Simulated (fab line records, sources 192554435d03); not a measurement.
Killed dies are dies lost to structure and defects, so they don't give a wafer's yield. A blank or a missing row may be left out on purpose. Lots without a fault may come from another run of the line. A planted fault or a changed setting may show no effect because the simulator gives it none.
fab line records | flow n5_finfet
record lots=24 wafers=72 last_day=18
route steps=1938 shown ZERO_LAYER@19 WELL_APT@43 FIN_SAQP@101
lots that met no fault: from a run of the same line without faults
start_h: hours from the record's first day to the start of the lot's first wafer shown | wait_h: hours since the lot's step before | " the same as in the row above | L1.1+2: a row that stands for several wafers | - no value, or no start given | * or withheld: withheld | < > ~ a bound
route shown NAME@n: a module of which the file shows steps, and the number in the route of the first | usual: mean/standard deviation of fault-free wafers | same: alike in all rows | chamber/n: place in a boat | sites: the reading at each site | _std_site: their standard deviation | _edge_site: outer sites' mean less inner sites' | radius_mm: how far each site lies from the wafer's centre | mask NAME#n: copy n | behind: the tool/chamber that last shaped the wafer | hold: why the lot was held/for how many hours/how that ended | device: the transistor (n, p or np) that didn't switch | end of line: the same wafers' tests at the end of the route | a step without rows: its recipe alone | killed: dies lost to structure and defects at the first sort, not the wafer's yield | map: a wafer's dies, x killed, . not, _ none there
set.NAME: the setting as run; set.NAME@STEP: as run at that earlier step | model.NAME: the simulator's own value behind a step, which no gauge read
steps of the route over a sample of lots; a table a step, a row a wafer
## steps
# step N5_ZERO_LAYER_INSPECT_20
# recipe inspect_instrument=darkfield mode=post_clean
# usual raw_defect_count=38/18
# columns lot.wafer tool chamber start_h wait_h raw_defect_count
L074.3 defect_inspect-01 - 13.25 0.0 19
L074.4 " - " " 18
L074.6 " - " " 16
L075.2 defect_inspect-02 - 19.63 0.0 39
L075.4 " - " " 87
L075.5 " - " " 49
L076.1 defect_inspect-02 - 25.26 0.0 75
L076.4 " - " " 71
L076.6 " - " " 32
L077.1 defect_inspect-01 - 31.68 0.0 34
L077.3 " - " " 40
L077.4 " - " " 28
L078.1 defect_inspect-01 - 37.27 0.0 64
L078.4 " - " " 37
L078.6 " - " " 36
L079.1 defect_inspect-02 - 43.28 0.0 26
L079.5 " - " " 51
L079.6 " - " " 43
L080.1 defect_inspect-01 - 49.60 0.0 76
L080.3 " - " " 63
L080.4 " - " " 42
L081.2 defect_inspect-02 - 55.31 0.0 32
L081.3 " - " " 37
L081.4 " - " " 45
L082.4 defect_inspect-02 - 61.59 0.0 38
L082.5 " - " " 27
L082.6 " - " " 50
L083.2 defect_inspect-01 - 67.26 0.0 42
L083.5 " - " " 54
L083.6 " - " " 50
L084.3 defect_inspect-02 - 73.45 0.0 45
L084.5 " - " " 23
L084.6 " - " " 28
L085.2 defect_inspect-02 - 79.43 0.0 37
L085.3 " - " " 28
L085.6 " - " " 65
L086.4 defect_inspect-01 - 85.30 0.0 40
L086.5 " - " " 36
L086.6 " - " " 34
L087.3 defect_inspect-01 - 91.25 0.0 29
L087.4 " - " " 58
L087.6 " - " " 28
L088.1 defect_inspect-01 - 97.81 0.0 36
L088.2 " - " " 28
L088.4 " - " " 17
L089.1 defect_inspect-01 - 103.38 0.0 23
L089.4 " - " " 52
L089.6 " - " " 41
L090.1 defect_inspect-01 - 109.57 0.0 29
L090.3 " - " " 28
L090.6 " - " " 17
L091.1 defect_inspect-01 - 115.38 0.0 25
L091.2 " - " " 22
L091.3 " - " " 29
L092.4 defect_inspect-01 - 121.57 0.0 26
L092.5 " - " " 48
L092.6 " - " " 49
L093.1 defect_inspect-01 - 127.25 0.0 25
L093.2 " - " " 21
L093.4 " - " " 45
L094.2 defect_inspect-01 - 133.25 0.0 46
L094.5 " - " " 47
L094.6 " - " " 39
L095.2 defect_inspect-02 - 139.25 0.0 38
L095.4 " - " " 42
L095.6 " - " " 23
L096.1 defect_inspect-02 - 145.25 0.0 30
L096.2 " - " " 37
L096.3 " - " " 49
L097.1 defect_inspect-01 - 151.57 0.0 33
L097.2 " - " " 23
L097.5 " - " " 23
# step N5_WELL_APT_CD_MEAS_25
# recipe target_cd_nm=200 landing_energy_ev=500 detector=se_inlens
# usual cd_nm=200.5/1.5
# same landing_energy_ev=500
# columns lot.wafer tool chamber start_h wait_h cd_nm
L074.3 cd_sem-01 0 14.68 - 200.1
L074.4 " 0 " " 201.8
L074.6 " 0 " " 199.1
L075.2 cd_sem-03 0 21.41 - 199.0
L075.4 " 0 " " 199.7
L075.5 " 0 " " 199.9
L076.1 cd_sem-02 0 27.97 - 200.0
L076.4 " 0 " " 199.1
L076.6 " 0 " " 200.7
L077.1 cd_sem-03 0 33.23 - 198.2
L077.3 " 0 " " 200.7
L077.4 " 0 " " 201.6
L078.1 cd_sem-01 0 39.11 - 200.2
L078.4 " 0 " " 199.6
L078.6 " 0 " " 199.2
L079.1 cd_sem-02 0 44.83 - 202.0
L079.5 " 0 " " 202.4
L079.6 " 0 " " 202.0
L080.1 cd_sem-02 0 51.22 - 198.7
L080.3 " 0 " " 197.2
L080.4 " 0 " " 195.8
L081.2 cd_sem-03 0 56.74 - 202.3
L081.3 " 0 " " 201.5
L081.4 " 0 " " 199.3
L082.4 cd_sem-02 0 63.05 - 198.7
L082.5 " 0 " " 200.1
L082.6 " 0 " " 200.9
L083.2 cd_sem-02 0 68.74 - 200.9
L083.5 " 0 " " 201.5
L083.6 " 0 " " 202.0
L084.3 cd_sem-02 0 75.01 - 198.6
L084.5 " 0 " " 200.8
L084.6 " 0 " " 200.9
L085.2 cd_sem-01 0 81.01 - 198.4
L085.3 " 0 " " 201.4
L085.6 " 0 " " 199.8
L086.4 cd_sem-02 0 86.88 - 199.8
L086.5 " 0 " " 201.7
L086.6 " 0 " " 201.5
L087.3 cd_sem-01 0 92.79 - 201.0
L087.4 " 0 " " 201.7
L087.6 " 0 " " 202.0
L088.1 cd_sem-01 0 99.37 - 201.2
L088.2 " 0 " " 199.7
L088.4 " 0 " " 202.6
L089.1 cd_sem-02 0 104.93 - 202.6
L089.4 " 0 " " 202.1
L089.6 " 0 " " 201.7
L090.1 cd_sem-03 0 111.13 - 199.7
L090.3 " 0 " " 200.6
L090.6 " 0 " " 200.6
L091.1 cd_sem-01 0 117.07 - 197.5
L091.2 " 0 " " 198.3
L091.3 " 0 " " 197.9
L092.4 cd_sem-01 0 123.16 - 199.4
L092.5 " 0 " " 198.5
L092.6 " 0 " " 201.8
L093.1 cd_sem-03 0 128.72 - 201.5
L093.2 " 0 " " 200.8
L093.4 " 0 " " 200.0
L094.2 cd_sem-01 0 134.93 - 199.7
L094.5 " 0 " " 200.5
L094.6 " 0 " " 200.5
L095.2 cd_sem-03 0 140.80 - 200.3
L095.4 " 0 " " 199.8
L095.6 " 0 " " 201.4
L096.1 cd_sem-02 0 147.04 - 198.8
L096.2 " 0 " " 200.5
L096.3 " 0 " " 201.3
L097.1 cd_sem-01 0 153.15 - 203.9
L097.2 " 0 " " 202.7
L097.5 " 0 " " 202.9
# step N5_FIN_SAQP_THK_MEAS_07
# usual thk_nm=59.8/0.68
# columns lot.wafer tool chamber start_h wait_h thk_nm
L074.3 film_metro-02 - 21.48 0.1 58.9
L074.4 " - " " 59.5
L074.6 " - " " 59.8
L075.2 film_metro-01 - 28.57 0.1 60.6
L075.4 " - " " 61.3
L075.5 " - " " 60.8
L076.1 film_metro-02 - 34.47 0.1 59.4
L076.4 " - " " 59.9
L076.6 " - " " 59.9
L077.1 film_metro-01 - 39.18 0.1 60.1
L077.3 " - " " 58.9
L077.4 " - " " 60.8
L078.1 film_metro-01 - 46.45 0.1 60.2
L078.4 " - " " 61.0
L078.6 " - " " 60.0
L079.1 film_metro-01 - 51.86 0.1 59.5
L079.5 " - " " 60.6
L079.6 " - " " 60.5
L080.1 film_metro-01 - 58.30 0.1 59.4
L080.3 " - " " 60.5
L080.4 " - " " 59.3
L081.2 film_metro-01 - 63.89 0.1 59.3
L081.3 " - " " 60.5
L081.4 " - " " 59.8
L082.4 film_metro-02 - 70.84 0.1 60.4
L082.5 " - " " 60.3
L082.6 " - " " 60.7
L083.2 film_metro-02 - 74.84 0.1 57.8
L083.5 " - " " 59.8
L083.6 " - " " 59.1
L084.3 film_metro-01 - 82.05 0.1 59.0
L084.5 " - " " 60.3
L084.6 " - " " 60.7
L085.2 film_metro-02 - 87.80 0.1 60.0
L085.3 " - " " 60.3
L085.6 " - " " 60.6
L086.4 film_metro-01 - 93.12 0.1 59.9
L086.5 " - " " 60.4
L086.6 " - " " 59.4
L087.3 film_metro-01 - 100.95 0.1 60.1
L087.4 " - " " 59.9
L087.6 " - " " 61.2
L088.1 film_metro-01 - 105.92 0.1 58.8
L088.2 " - " " 59.1
L088.4 " - " " 60.5
L089.1 film_metro-01 - 111.90 0.1 59.3
L089.4 " - " " 60.4
L089.6 " - " " 60.4
L090.1 film_metro-02 - 117.95 0.1 59.5
L090.3 " - " " 58.6
L090.6 " - " " 60.1
L091.1 film_metro-02 - 124.55 0.1 59.1
L091.2 " - " " 59.3
L091.3 " - " " 59.5
L092.4 film_metro-02 - 130.23 0.0 60.5
L092.5 " - " " 60.5
L092.6 " - " " 60.6
L093.1 film_metro-02 - 135.52 0.1 59.5
L093.2 " - " " 58.8
L093.4 " - " " 59.8
L094.2 film_metro-02 - 141.71 0.1 59.7
L094.5 " - " " 60.2
L094.6 " - " " 60.1
L095.2 film_metro-01 - 147.62 0.1 58.8
L095.4 " - " " 59.5
L095.6 " - " " 59.1
L096.1 film_metro-01 - 153.08 0.1 59.1
L096.2 " - " " 58.7
L096.3 " - " " 60.0
L097.1 film_metro-02 - 159.23 0.1 59.2
L097.2 " - " " 59.4
L097.5 " - " " 60.4
# step N5_FIN_SAQP_CD_MEAS_16
# recipe target_cd_nm=35.6 landing_energy_ev=500 detector=se_inlens
# usual cd_nm=35.69/0.28
# same landing_energy_ev=500
# columns lot.wafer tool chamber start_h wait_h cd_nm
L074.3 cd_sem-02 0 21.97 - 35.56
L074.4 " 0 " " 35.66
L074.6 " 0 " " 35.59
L075.2 cd_sem-03 0 29.05 - 35.85
L075.4 " 0 " " 35.89
L075.5 " 0 " " 35.82
L076.1 cd_sem-01 0 34.83 - 36.03
L076.4 " 0 " " 35.65
L076.6 " 0 " " 35.80
L077.1 cd_sem-01 0 39.54 - 35.82
L077.3 " 0 " " 36.15
L077.4 " 0 " " 35.99
L078.1 cd_sem-03 0 46.81 - 35.16
L078.4 " 0 " " 35.59
L078.6 " 0 " " 35.74
L079.1 cd_sem-02 0 52.37 - 35.17
L079.5 " 0 " " 35.04
L079.6 " 0 " " 35.03
L080.1 cd_sem-01 0 58.66 - 35.97
L080.3 " 0 " " 35.97
L080.4 " 0 " " 35.78
L081.2 cd_sem-01 0 64.37 - 35.64
L081.3 " 0 " " 35.55
L081.4 " 0 " " 35.59
L082.4 cd_sem-01 0 71.33 - 35.66
L082.5 " 0 " " 35.39
L082.6 " 0 " " 35.40
L083.2 cd_sem-02 0 75.33 - 35.65
L083.5 " 0 " " 35.45
L083.6 " 0 " " 35.58
L084.3 cd_sem-02 0 82.54 - 35.86
L084.5 " 0 " " 35.68
L084.6 " 0 " " 35.78
L085.2 cd_sem-02 0 88.19 - 35.81
L085.3 " 0 " " 35.85
L085.6 " 0 " " 35.78
L086.4 cd_sem-02 0 93.61 - 35.37
L086.5 " 0 " " 36.10
L086.6 " 0 " " 35.44
L087.3 cd_sem-02 0 101.31 - 35.64
L087.4 " 0 " " 35.65
L087.6 " 0 " " 35.65
L088.1 cd_sem-02 0 106.41 - 35.63
L088.2 " 0 " " 35.40
L088.4 " 0 " " 35.59
L089.1 cd_sem-01 0 112.26 - 35.35
L089.4 " 0 " " 35.70
L089.6 " 0 " " 35.62
L090.1 cd_sem-03 0 118.43 - 36.32
L090.3 " 0 " " 35.69
L090.6 " 0 " " 35.99
L091.1 cd_sem-01 0 125.04 - 36.08
L091.2 " 0 " " 35.74
L091.3 " 0 " " 35.95
L092.4 cd_sem-03 0 130.60 - 35.96
L092.5 " 0 " " 35.74
L092.6 " 0 " " 35.76
L093.1 cd_sem-01 0 136.01 - 35.85
L093.2 " 0 " " 35.81
L093.4 " 0 " " 35.60
L094.2 cd_sem-03 0 142.20 - 35.26
L094.5 " 0 " " 35.31
L094.6 " 0 " " 34.95
L095.2 cd_sem-02 0 148.11 - 35.95
L095.4 " 0 " " 35.62
L095.6 " 0 " " 35.92
L096.1 cd_sem-02 0 153.56 - 35.65
L096.2 " 0 " " 35.48
L096.3 " 0 " " 35.61
L097.1 cd_sem-01 0 159.72 - 36.11
L097.2 " 0 " " 35.94
L097.5 " 0 " " 35.60
# step N5_FIN_SAQP_OVL_MEAS_17
# recipe points_per_wafer=44
# usual FIN_CORE_OVL=0.3/0.79
# columns lot.wafer tool chamber start_h wait_h FIN_CORE_OVL[nm]
L074.3 overlay-01 0 22.01 0.0 1.7
L074.4 " 0 " " -0.7
L074.6 " 0 " " -0.7
L075.2 overlay-02 0 29.09 0.0 -0.5
L075.4 " 0 " " 0.0
L075.5 " 0 " " -0.9
L076.1 overlay-01 0 34.87 0.0 0.4
L076.4 " 0 " " 0.8
L076.6 " 0 " " 1.1
L077.1 overlay-01 0 39.58 0.0 -0.6
L077.3 " 0 " " -0.9
L077.4 " 0 " " -0.5
L078.1 overlay-02 0 46.85 0.0 -0.3
L078.4 " 0 " " 0.2
L078.6 " 0 " " 1.0
L079.1 overlay-02 0 52.41 0.0 0.8
L079.5 " 0 " " 0.8
L079.6 " 0 " " 2.1
L080.1 overlay-01 0 58.70 0.0 -0.5
L080.3 " 0 " " 0.3
L080.4 " 0 " " 1.3
L081.2 overlay-01 0 64.41 0.0 0.4
L081.3 " 0 " " -0.7
L081.4 " 0 " " -0.5
L082.4 overlay-02 0 71.36 0.0 1.8
L082.5 " 0 " " 1.1
L082.6 " 0 " " 1.7
L083.2 overlay-02 0 75.37 0.0 -0.9
L083.5 " 0 " " -0.6
L083.6 " 0 " " 0.2
L084.3 overlay-01 0 82.57 0.0 -0.6
L084.5 " 0 " " 1.1
L084.6 " 0 " " -0.3
L085.2 overlay-01 0 88.23 0.0 -0.3
L085.3 " 0 " " 0.6
L085.6 " 0 " " 0.5
L086.4 overlay-01 0 93.64 0.0 1.7
L086.5 " 0 " " -0.2
L086.6 " 0 " " 1.4
L087.3 overlay-02 0 101.34 0.0 0.9
L087.4 " 0 " " 1.3
L087.6 " 0 " " 1.6
L088.1 overlay-02 0 106.45 0.0 -0.1
L088.2 " 0 " " -0.2
L088.4 " 0 " " 1.0
L089.1 overlay-02 0 112.30 0.0 1.4
L089.4 " 0 " " 1.0
L089.6 " 0 " " 1.2
L090.1 overlay-01 0 118.47 0.0 1.5
L090.3 " 0 " " 0.6
L090.6 " 0 " " 0.0
L091.1 overlay-01 0 125.08 0.0 0.1
L091.2 " 0 " " 1.0
L091.3 " 0 " " -0.2
L092.4 overlay-02 0 130.63 0.0 1.4
L092.5 " 0 " " -0.2
L092.6 " 0 " " 0.5
L093.1 overlay-02 0 136.07 0.1 -0.2
L093.2 " 0 " " 0.1
L093.4 " 0 " " -0.3
L094.2 overlay-02 0 142.24 0.0 -0.2
L094.5 " 0 " " 0.9
L094.6 " 0 " " 0.2
L095.2 overlay-01 0 148.15 0.0 -0.2
L095.4 " 0 " " -0.5
L095.6 " 0 " " -0.2
L096.1 overlay-01 0 153.60 0.0 1.2
L096.2 " 0 " " -1.0
L096.3 " 0 " " 0.2
L097.1 overlay-02 0 159.76 0.0 0.1
L097.2 " 0 " " -0.1
L097.5 " 0 " " 1.8
# step N5_FIN_SAQP_INSPECT_18
# recipe mode=adi inspect_instrument=brightfield
# usual raw_defect_count=392/100
# columns lot.wafer tool chamber start_h wait_h raw_defect_count
L074.3 defect_inspect-01 - 22.03 0.0 256
L074.4 " - " " 348
L074.6 " - " " 328
L075.2 defect_inspect-01 - 29.11 0.0 265
L075.4 " - " " 371
L075.5 " - " " 347
L076.1 defect_inspect-02 - 34.89 0.0 377
L076.4 " - " " 349
L076.6 " - " " 296
L077.1 defect_inspect-01 - 39.60 0.0 293
L077.3 " - " " 276
L077.4 " - " " 376
L078.1 defect_inspect-01 - 46.87 0.0 334
L078.4 " - " " 352
L078.6 " - " " 280
L079.1 defect_inspect-01 - 52.43 0.0 252
L079.5 " - " " 374
L079.6 " - " " 368
L080.1 defect_inspect-01 - 58.72 0.0 316
L080.3 " - " " 532
L080.4 " - " " 397
L081.2 defect_inspect-02 - 64.43 0.0 417
L081.3 " - " " 279
L081.4 " - " " 295
L082.4 defect_inspect-02 - 71.39 0.0 403
L082.5 " - " " 372
L082.6 " - " " 629
L083.2 defect_inspect-01 - 75.39 0.0 426
L083.5 " - " " 576
L083.6 " - " " 530
L084.3 defect_inspect-02 - 82.60 0.0 562
L084.5 " - " " 504
L084.6 " - " " 337
L085.2 defect_inspect-01 - 88.25 0.0 354
L085.3 " - " " 281
L085.6 " - " " 314
L086.4 defect_inspect-02 - 93.67 0.0 470
L086.5 " - " " 420
L086.6 " - " " 387
L087.3 defect_inspect-02 - 101.37 0.0 304
L087.4 " - " " 605
L087.6 " - " " 398
L088.1 defect_inspect-01 - 106.48 0.0 317
L088.2 " - " " 274
L088.4 " - " " 329
L089.1 defect_inspect-01 - 112.32 0.0 448
L089.4 " - " " 267
L089.6 " - " " 540
L090.1 defect_inspect-02 - 118.50 0.0 482
L090.3 " - " " 334
L090.6 " - " " 412
L091.1 defect_inspect-02 - 125.10 0.0 678
L091.2 " - " " 713
L091.3 " - " " 470
L092.4 defect_inspect-01 - 130.65 0.0 544
L092.5 " - " " 335
L092.6 " - " " 382
L093.1 defect_inspect-02 - 136.10 0.0 360
L093.2 " - " " 325
L093.4 " - " " 407
L094.2 defect_inspect-02 - 142.26 0.0 479
L094.5 " - " " 563
L094.6 " - " " 548
L095.2 defect_inspect-02 - 148.17 0.0 238
L095.4 " - " " 345
L095.6 " - " " 419
L096.1 defect_inspect-02 - 153.63 0.0 401
L096.2 " - " " 415
L096.3 " - " " 645
L097.1 defect_inspect-02 - 159.78 0.0 268
L097.2 " - " " 310
L097.5 " - " " 382
## key
fault none
